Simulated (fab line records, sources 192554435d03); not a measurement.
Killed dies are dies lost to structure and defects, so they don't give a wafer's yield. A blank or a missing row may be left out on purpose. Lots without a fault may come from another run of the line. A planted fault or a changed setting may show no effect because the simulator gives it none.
Chamber matching | flow n5_finfet | N5_BEOL_M0_SAQP_SPACER1_ETCHBACK_99 on rie_diel-03: 4 sister chambers
The step etches SiO2 in CHF3/O2, target depth 15.4 nm, time 7.7 s. 14 wafers are shown with their chamber, then 7 later ones without.

WAFERS WITH THEIR CHAMBER
wafer  | chamber | showerhead_plenum_p_Torr (Torr) | drypump_motor_current_A (A) | rf_vpp_V (V)
L081.1 | 3       | 2.39                            | 6.3                         | 515
L081.2 | 2       | 2.47                            | 6.2                         | 539
L081.6 | 1       | 2.40                            | 6.1                         | 520
L084.2 | 0       | 2.31                            | 4.9                         | 523
L084.5 | 1       | 2.40                            | 6.0                         | 521
L084.6 | 2       | 2.47                            | 6.1                         | 538
L085.2 | 1       | 2.40                            | 6.0                         | 518
L085.5 | 0       | 2.31                            | 4.9                         | 523
L085.6 | 1       | 2.40                            | 6.0                         | 519
L086.1 | 3       | 2.39                            | 6.3                         | 515
L086.3 | 1       | 2.40                            | 6.0                         | 520
L086.5 | 2       | 2.47                            | 6.2                         | 538
L087.2 | 1       | 2.40                            | 6.0                         | 519
L087.3 | 0       | 2.30                            | 4.9                         | 525

SIGNATURES (means of the wafers above)
reading                  | chamber 0 | chamber 1 | chamber 2 | chamber 3 | scatter within a chamber
showerhead_plenum_p_Torr | 2.3067    | 2.4000    | 2.4700    | 2.3900    | 0.00258
drypump_motor_current_A  | 4.900     | 6.017     | 6.167     | 6.300     | 0.0387
rf_vpp_V                 | 523.67    | 519.50    | 538.33    | 515.00    | 0.94
Rule: a wafer's distance from a chamber is the root of the sum, over the readings, of the square of ((its reading less the chamber's mean) divided by the reading's scatter). The wafer belongs to the nearest chamber; if the next one is less than 2 further off, it can't be placed. The scatter: the root of (the sum of the squares of (reading less its chamber's mean) over the shown wafers, divided by (wafers less chambers)).

WAFERS WITHOUT THEIR CHAMBER
wafer  | showerhead_plenum_p_Torr (Torr) | drypump_motor_current_A (A) | rf_vpp_V (V)
L087.6 | 2.30                            | 4.9                         | 525
L088.2 | 2.39                            | 6.3                         | 515
L088.3 | 2.40                            | 6.0                         | 519
L088.4 | 2.39                            | 6.3                         | 517
L089.1 | 2.39                            | 6.3                         | 516
L089.4 | 2.40                            | 6.0                         | 518
L089.6 | 2.39                            | 6.3                         | 515

WHICH CHAMBER EACH WENT THROUGH
wafer  | from the rows above | in truth
L087.6 | 0                   | 0
L088.2 | 3                   | 3
L088.3 | 1                   | 1
L088.4 | 3                   | 3
L089.1 | 3                   | 3
L089.4 | 1                   | 1
L089.6 | 3                   | 3
Placed correctly: 7 of 7. Can't be placed from these rows: 0. Placed wrongly: 0.
